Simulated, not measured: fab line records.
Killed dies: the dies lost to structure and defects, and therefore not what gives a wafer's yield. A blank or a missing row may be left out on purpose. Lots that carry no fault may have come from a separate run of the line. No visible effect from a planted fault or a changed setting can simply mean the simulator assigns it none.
Struck lot and sound lot, side by side ; flow n5 finfet ; 16 out of 1938 route steps
Sound: these wafers, L609.1, L609.5, L609.6. The struck wafers were L610.1, L610.4, L610.6. Last of all comes the cause.
At each step with rows: each side's tool, then ch and its chambers, then its first start. Under that, the readings that differ: sound wafers ; struck wafers ; difference of the means ; sigmas: that difference in standard deviations of wafers without a fault.
alike: readings with means less than 2 such deviations apart, plus words and numbers identical on both sides. not compared: withheld readings, readings lacking a value on some wafer, bounds such as >300 that could conceal the same value, and numbers that have no deviation in the record and whose values overlap.
A row with sigmas, a row that says differs or no value, or rows on one side alone: a step with any of these is where the two part. Numbers that don't overlap but have no deviation are shown without sigmas and don't part them. Lack of a reading on every wafer of one side parts them only where that side has two or more wafers.

first, 2 steps without rows for these wafers: N5_BEOL_M0_SAQP_RECESS_104 (chemistry HF/NH3, target SiO2, target depth 18 nm, afs cycles 3, sublimation time 60 s); N5_BEOL_M0_SAQP_COAT_105 (time 60 s, resist thk 100 nm).
N5_BEOL_M0_SAQP_ETCH_106: etches SOC in N2/H2, stops on SiNx, target depth 150 nm.
  sound on rie diel-01 ch 1,2, day 6 02:37; struck on rie diel-03 ch 0,1,3, day 6 10:29
  alike: drypump motor current A, oes product au, rf vpp V, showerhead plenum p Torr, throttle valve pct
  not compared: rf hours counter h
N5_BEOL_M0_SAQP_ETCH_107: etches SiNx in CH3F/O2, target depth 30 nm.
  sound on rie diel-01 ch 1,2, day 6 02:41; struck on rie diel-03 ch 0,1,3, day 6 10:33
reading;sound;struck;difference;sigmas
throttle valve pct (%);16.08 16.15 16.08;16.46 16.52 16.41;+0.36;+2
  alike: drypump motor current A, oes product au, rf vpp V, showerhead plenum p Torr
  not compared: rf hours counter h
N5_BEOL_M0_SAQP_STRIP_108: strips in N2/H2.
  sound on rie diel-01 ch 1,2, day 6 02:43; struck on rie diel-03 ch 0,1,3, day 6 10:35
  alike: drypump motor current A, oes product au, power w, rf vpp V, showerhead plenum p Torr, throttle valve pct
  not compared: rf hours counter h
then, 2 steps without rows for these wafers: N5_BEOL_M0_SAQP_RECESS_109 (chemistry HF/NH3, target SiO2, target depth 3 nm, afs cycles 1, sublimation time 60 s); N5_BEOL_M0_SAQP_SPACER2_ALD_26 (deposits SiO2, target thk 15 nm, pulse time 1 s, purge time 2 s).
N5_BEOL_M0_SAQP_SPACER2_ETCHBACK_27: etches SiO2 in CHF3/O2, target depth 22.5 nm, time 11.25 s.
  sound on rie diel-02 ch 0,1,2, day 6 03:32; struck on rie diel-02 ch 0,1,3, day 6 11:20
  alike: drypump motor current A, oes product au, rf vpp V, showerhead plenum p Torr, throttle valve pct
  not compared: rf hours counter h
N5_BEOL_M0_SAQP_MANDREL2_REMOVE_110: chemistry HBr/Cl2/O2, target a-Si, stops on SiCN, bt time 10 s.
  sound on rie si-05 ch 1,2, day 6 03:37; struck on rie si-05 ch 0,2,3, day 6 11:26
  alike: drypump motor current A, oes product au, throttle valve pct
  not compared: rf hours counter h
N5_BEOL_M0_SAQP_CD_MEAS_29: target cd 14.4 nm.
  sound on cd sem-03 ch 0, day 6 03:44; struck on cd sem-03 ch 0, day 6 11:32
  alike: cd nm
then, 2 steps without rows for these wafers: N5_BEOL_M0_SAQP_COAT_69 (time 60 s, resist thk 90 nm); N5_BEOL_M0_SAQP_COAT_72 (time 60 s, resist thk 15 nm).
N5_BEOL_M0_SAQP_COAT_87: time 60 s, resist thk 5 nm.
  sound on litho track-03 ch 0, day 6 03:46; struck on litho track-03 ch 0, day 6 11:35
reading;sound;struck;difference;sigmas
heater power total W (W);393.1 393.1 390.4;407.6 412.2 409.5;+17.6;+14
plate temp C (C);204.86 204.81 204.79;212.93 212.84 212.83;+8.05;+54
  alike: spin speed rpm
then, 1 step without rows for these wafers: N5_BEOL_M0_SAQP_COAT_34 (resist thk 30 nm).
-- a jump in the record: the struck wafers' starts before and after are 2 days apart (it breaks off in module BEOL_M0_SAQP and resumes in module BEOL_M4, where the first step shown is number 1111 of the route) --
N5_BEOL_M4_RC_MEAS_101:
  sound on prober-01 ch 0, day 8 10:17; struck on prober-02 ch 0, day 8 15:08
  alike: DIBL_N, DIBL_P, IOFF_N, IOFF_P, ION_N, ION_P, SS_N, SS_P, VT_N, VT_P
N5_PASSIVATION_PROBE_49:
  the record holds rows for the sound wafers here (prober-01, day 12 17:38) but none for the struck ones

## WHERE THEY PART
At N5_BEOL_M0_SAQP_ETCH_107 first; at N5_PASSIVATION_PROBE_49 last (within this record only).

WHY: the cause the simulator had injected
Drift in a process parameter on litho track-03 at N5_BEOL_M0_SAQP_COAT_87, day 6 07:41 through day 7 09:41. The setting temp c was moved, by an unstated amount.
